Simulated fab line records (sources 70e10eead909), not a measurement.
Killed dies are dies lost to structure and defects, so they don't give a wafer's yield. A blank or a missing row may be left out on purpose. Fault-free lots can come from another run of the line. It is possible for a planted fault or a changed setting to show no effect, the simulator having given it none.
Comparing a struck lot with a sound one ; flow nandHarc ; 15 out of 1302 route steps
Sound: wafers L427.1, L427.2, L427.5. Struck: wafer L445.3 (L445.2, L445.6, from the same lot, were not struck and are left out); the cause is given at the end.
Per side, at each step with rows, come the tool, then ch with its chambers, and then its first start. Under that, the readings that differ: sound wafers ; struck wafers ; difference of the means ; sigmas: that difference in standard deviations of wafers without a fault.
alike: words and numbers the same on both sides, and readings whose means are apart by under 2 such deviations; not compared: readings that were withheld, readings missing a value for some wafer, numbers with overlapping values and no deviation given by the record, and bounds like >300 which may hide the same value.
Wherever a step has rows on one side only, a row that says differs or no value, or a row with sigmas, the two part there. Numbers that don't overlap but have no deviation are shown without sigmas and don't part them. A reading missing from all wafers of one side parts the sides only when that side holds two or more wafers.

NHARC_A_CONTACT_ETCH_138: etches the open film in C4F8/O2/Ar, time 311 s, target depth 1914 nm.
  sound on harCapEtch-02 ch 0,1, day 22 11:07; struck on harCapEtch-03 ch 0, day 29 22:00
  not compared: rfHoursCounterH
NHARC_A_CONTACT_ETCH_139: etches the open film in C4F8/O2/Ar, time 195 s, target depth 840 nm.
  sound on harCapEtch-02 ch 0,1, day 22 11:23; struck on harCapEtch-03 ch 0, day 29 22:16
  not compared: rfHoursCounterH
then, 1 step without rows for these wafers: NHARC_A_CONTACT_ETCH_92 (etches the open film in CH3F/O2, target depth 40 nm, time 85.7 s).
NHARC_A_CONTACT_ETCH_98: etches the open film in C4F6/O2, target depth 20 nm, time 10 s.
  sound: rieDiel-11 ch 0,1; struck: rieDiel-11 ch 2
  alike: drypumpMotorCurrentA, o2FlowSccm, oesProductAu, rfVppV, showerheadPlenumPTorr, throttleValvePct
  not compared: rfHoursCounterH
NHARC_A_CONTACT_CD_MEAS_15:
  sound on cdSem-01, day 22 12:17; struck on cdSem-01, day 29 23:02
  alike: cdNm
then, 3 steps without rows for these wafers: NHARC_A_CONTACT_STRIP_107 (strips in N2/H2); NHARC_A_CONTACT_STRIP_108 (strips in CF4/CHF3); NHARC_A_CONTACT_STRIP_109 (strips in O2/COS).
NHARC_A_CONTACT_ETCH_110: etches the open film in CF4/O2, target depth 60 nm, overetch 6 nm, time 33 s.
  sound on rieDiel-11 ch 0,1,2, day 22 13:13; struck on rieDiel-11 ch 2, day 30 00:04
  alike: drypumpMotorCurrentA, o2FlowSccm, oesProductAu, rfVppV, showerheadPlenumPTorr, throttleValvePct
  not compared: rfHoursCounterH
NHARC_A_CONTACT_STRIP_26: strips in O2.
  sound: rieDiel-11 ch 1,3; struck: rieDiel-11 ch 1
  alike: drypumpMotorCurrentA, o2FlowSccm, oesProductAu, rfVppV, showerheadPlenumPTorr, throttleValvePct
  not compared: rfHoursCounterH
then, 2 steps without rows for these wafers: NHARC_A_CONTACT_STRIP_27 (strips in post etch residue remover, time 600 s); NHARC_A_CONTACT_ALD_18 (deposits TiN, target thk 3 nm, pulse time 1 s, ald cycles 150).
NHARC_A_CONTACT_CVD_19: deposits W, target thk 300 nm, time 802 s.
  sound on cvdW-01 ch 0,1, day 22 14:07; struck on cvdW-02 ch 0, day 30 01:05
  alike: heaterPowerOuterW, heaterPowerW, throttleValvePct
NHARC_A_CONTACT_CMP_20: polishes, t overpolish 30 s, target thk 300 nm.
  sound on cmp-04 ch 1,3, day 22 15:02; struck on cmp-01 ch 1, day 30 01:52
reading;sound;struck;difference;sigmas
motorCurrentA (A);12.2 9.3 11.2;15.0;+4.1;+3
timeToEndpointS (s);61.7 55.8 58.6;33.6;-25.1;-9
  alike: overpolishRunS
NHARC_END_SORT_01:
  here the record holds rows for the struck wafers (prober-02 ch 0, day 31 20:12) but none for the sound ones

## WHERE THEY PART
Earliest at NHARC_A_CONTACT_CMP_20; latest, in this record, at NHARC_END_SORT_01.

WHY: whatever the simulator had introduced
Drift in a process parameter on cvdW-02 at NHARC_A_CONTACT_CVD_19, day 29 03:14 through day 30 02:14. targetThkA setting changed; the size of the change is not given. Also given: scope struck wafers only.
